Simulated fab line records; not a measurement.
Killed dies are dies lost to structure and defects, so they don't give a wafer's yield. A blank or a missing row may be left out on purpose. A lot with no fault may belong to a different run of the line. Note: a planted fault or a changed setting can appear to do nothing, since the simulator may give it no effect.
Split-lot experiment    flow n5 finfet    on a route of 1938 steps: 7 lots, 21 wafers read

THE SPLIT
At N5_BEOL_M3_EXPOSE_08 (exposes mask M3), the setting dose mj was moved away from the recipe's 33 on 8 of the 21 wafers read, by -7.2% to +6.5%. All remaining wafers had this setting at the recipe value.

FROM THE SPLIT TO THE READING: what the file shows between them, 2 steps
- N5_BEOL_M3_PEB_09: peb time 60 s
- N5_BEOL_M3_DEVELOP_10: develop time 30 s

THE READING
cd nm (nm) at N5_BEOL_M3_CD_MEAS_11, where the cd target is 17.05 nm. Fault-free wafers of this fab line usually give 17.00 nm, standard deviation 0.26 nm.

wafer   tool, chamber at the split  dose mj as run  against the recipe  cd nm, nm  against lot-mates on the recipe
L074.2  euv scanner-01, 0           33              recipe              17.02      -
L074.3  euv scanner-01, 0           33              recipe              16.68      -
L074.5  euv scanner-01, 0           33              recipe              16.91      -
L077.2  euv scanner-01, 0           33              recipe              17.36      -
L077.3  euv scanner-01, 0           30.81           -6.6%               15.73      -1.48
L077.5  euv scanner-01, 0           33              recipe              17.06      -
L087.1  euv scanner-02, 0           33              recipe              17.26      -
L087.2  euv scanner-02, 0           33              recipe              16.58      -
L087.4  euv scanner-02, 0           33              recipe              17.15      -
L088.1  euv scanner-02, 0           33              recipe              17.15      -
L088.3  euv scanner-02, 0           33              recipe              16.87      -
L088.5  euv scanner-02, 0           30.62           -7.2%               15.17      -1.84
L093.4  euv scanner-01, 0           33              recipe              17.06      -
L093.5  euv scanner-01, 0           32.13           -2.6%               16.38      -0.68
L093.6  euv scanner-01, 0           32.13           -2.6%               16.44      -0.62
L096.1  euv scanner-01, 0           32.01           -3.0%               16.32      -0.68
L096.2  euv scanner-01, 0           32.01           -3.0%               16.42      -0.58
L096.4  euv scanner-01, 0           33              recipe              17.00      -
L095.2  euv scanner-01, 0           33              recipe              17.55      -
L095.3  euv scanner-01, 0           35.14           +6.5%               18.35      +0.80
L095.4  euv scanner-01, 0           35.14           +6.5%               18.00      +0.45

THE FIT
A straight line over all 21 wafers: cd nm changes by +0.206 nm for each +1% of dose mj; r = +0.94; the points scatter about the line by 0.24 nm.
The same after taking each lot's own level away (the mean of its wafers on the recipe; 21 wafers): +0.174 nm for each +1%; r = +0.91; scatter 0.25 nm.
On that fit, the largest move of dose mj shifts the reading by 1.3 nm.
Measured against the standard deviation above, the lots' own levels, which go from 16.870 to 17.550 nm, span 2.6 times it.
So the slope is not independent of the lot-to-lot level: the two fits are not the same.
Check: -1.21 nm against its lot-mates is what the line predicts for one of the wafers moved furthest among these (-7.2%) when that wafer is left out of the fit. Against them it came out at -1.84 nm.

THE WHOLE CHAIN: every reading that the file lists as answering this split, in the file's order
step                   what it does                                                 reading                                                                change (the file's fit)                r (the file's)
N5_BEOL_M3_CD_MEAS_11  target cd 17.05 nm                                           cd nm                                                                  +0.2 nm for each +1% of the setting    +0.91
N5_BEOL_M3_ETCH_74     etches underlayer in N2/H2, target depth 6.5 nm, time 5.2 s  BEOL_M3.cd offset nm (the simulator's own value, which no gauge read)  +0.206 nm for each +1% of the setting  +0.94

FILE'S OWN FIT
cd nm changes by +0.2 nm for each +1% of dose mj, r = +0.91.
